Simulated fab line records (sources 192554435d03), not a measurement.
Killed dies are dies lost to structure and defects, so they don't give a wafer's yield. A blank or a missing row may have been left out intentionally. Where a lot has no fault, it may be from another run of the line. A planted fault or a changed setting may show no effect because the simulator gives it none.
Lot-split experiment    flow n5Finfet    route with 1938 steps; 7 lots, 21 wafers read

SPLIT DETAILS
At N5_FIN_SAQP_PECVD_47 (deposits a-Si from SiH4/He, target thk 45 nm, time 36.3 s), the setting timeS was moved away from the recipe's 36.3 s on 6 of the 21 wafers read, by -14.5% to +14.0%. All remaining wafers had this setting at the recipe value.

FROM THE SPLIT TO THE READING: what the file shows between them, 4 steps
- N5_FIN_SAQP_PECVD_48: deposits SiNx from SiH4/NH3/N2, target thk 25 nm, time 22.1 s
- N5_FIN_SAQP_PECVD_06: deposits a-Si from SiH4/He, target thk 60 nm, time 48.1 s
- N5_FIN_SAQP_ETCH_57: etches SiNx in CH3F/O2, target depth 32.5 nm, time 46.4 s
- N5_FIN_SAQP_ETCH_65: etches SiO2 in CF4, target depth 4 nm, time 4.4 s

THE READING
oesProductAu, in a.u., at N5_FIN_SAQP_MANDREL_ETCH_58 (etches a-Si in HBr/Cl2, stops on SiNx, target depth 45 nm, bt time 10 s, time 27 s). Typical for fault-free wafers on this fab line: 0.695 a.u., with standard deviation 0.011 a.u.

wafer   tool, chamber at the split  timeS as run, s  against the recipe  oesProductAu, a.u.  against lot-mates on the recipe
L075.2  pecvd-04, 0                 31.02            -14.5%              0.632               -0.079
L075.3  pecvd-04, 2                 31.02            -14.5%              0.632               -0.079
L075.6  pecvd-04, 2                 36.3             recipe              0.711               -
L083.1  pecvd-01, 0                 36.3             recipe              0.698               -
L083.4  pecvd-01, 0                 36.3             recipe              0.702               -
L083.5  pecvd-01, 1                 41.39            +14.0%              0.770               +0.070
L086.3  pecvd-04, 2                 36.3             recipe              0.685               -
L086.5  pecvd-04, 1                 31.58            -13.0%              0.646               -0.045
L086.6  pecvd-04, 0                 36.3             recipe              0.697               -
L087.2  pecvd-01, 1                 36.3             recipe              0.689               -
L087.3  pecvd-01, 2                 36.3             recipe              0.706               -
L087.6  pecvd-01, 2                 36.3             recipe              0.706               -
L091.2  pecvd-03, 1                 36.3             recipe              0.682               -
L091.3  pecvd-03, 0                 36.3             recipe              0.690               -
L091.5  pecvd-03, 2                 36.3             recipe              0.705               -
L093.2  pecvd-04, 0                 33.86            -6.7%               0.669               -0.040
L093.5  pecvd-04, 1                 33.86            -6.7%               0.674               -0.035
L093.6  pecvd-04, 0                 36.3             recipe              0.709               -
L095.2  pecvd-03, 0                 36.3             recipe              0.670               -
L095.3  pecvd-03, 2                 36.3             recipe              0.682               -
L095.6  pecvd-03, 0                 36.3             recipe              0.686               -

THE FIT
A straight line over all 21 wafers: oesProductAu changes by +0.00443 a.u. for each +1% of timeS; r = +0.93; the points scatter about the line by 0.011 a.u.
The same after taking each lot's own level away (the mean of its wafers on the recipe; 21 wafers): +0.00497 a.u. for each +1%; r = +0.97; scatter 0.008 a.u.
On that fit, the largest move of timeS shifts the reading by 0.072 a.u.
Across the lots, their own levels run from 0.6793 to 0.7110 a.u., a range of 2.9 times the standard deviation given above.
So the lot-to-lot level changes the slope: the two fits differ.
Check: for one of the wafers moved furthest among these (-14.5%), held out of the fit, the line's prediction against its lot-mates is -0.0701 a.u. It came out at -0.079 a.u. against them.

ADDITIONAL SPLITS CARRIED BY THESE WAFERS
Note: prior to the reading, these wafers also went through further splits. Each is held against what the fit with the lots' levels taken away leaves over:
other split on the same wafers       wafers away from the commonest value  r with oesProductAu (lot level and that fit taken away)
N5_WELL_APT_EXPOSE_05 doseMj         8                                     +0.21
N5_WELL_APT_DEVELOP_07 developTimeS  8                                     -0.31
N5_FIN_SAQP_ALD_61 tempC             9                                     +0.31

THE WHOLE CHAIN: every reading that the file lists as answering this split, in the file's order
step                         what it does                                                                        reading                                                                           change (the file's fit)                    r (the file's)
N5_FIN_SAQP_PECVD_47         deposits a-Si from SiH4/He, target thk 45 nm, time 36.3 s                           a-Si_of_FIN_SAQP_PECVD_47.thkNm (the simulator's own value, which no gauge read)  +0.491 nm for each +1% of the setting      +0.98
N5_FIN_SAQP_MANDREL_ETCH_58  etches a-Si in HBr/Cl2, stops on SiNx, target depth 45 nm, bt time 10 s, time 27 s  oesProductAu                                                                      +0.00479 a.u. for each +1% of the setting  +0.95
N5_FIN_SAQP_MANDREL_ETCH_58  etches a-Si in HBr/Cl2, stops on SiNx, target depth 45 nm, bt time 10 s, time 27 s  etch.depthNm (the simulator's own value, which no gauge read)                     +0.491 nm for each +1% of the setting      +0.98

THE FILE'S OWN FIT
oesProductAu changes by +0.00479 a.u. for each +1% of timeS, r = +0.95.
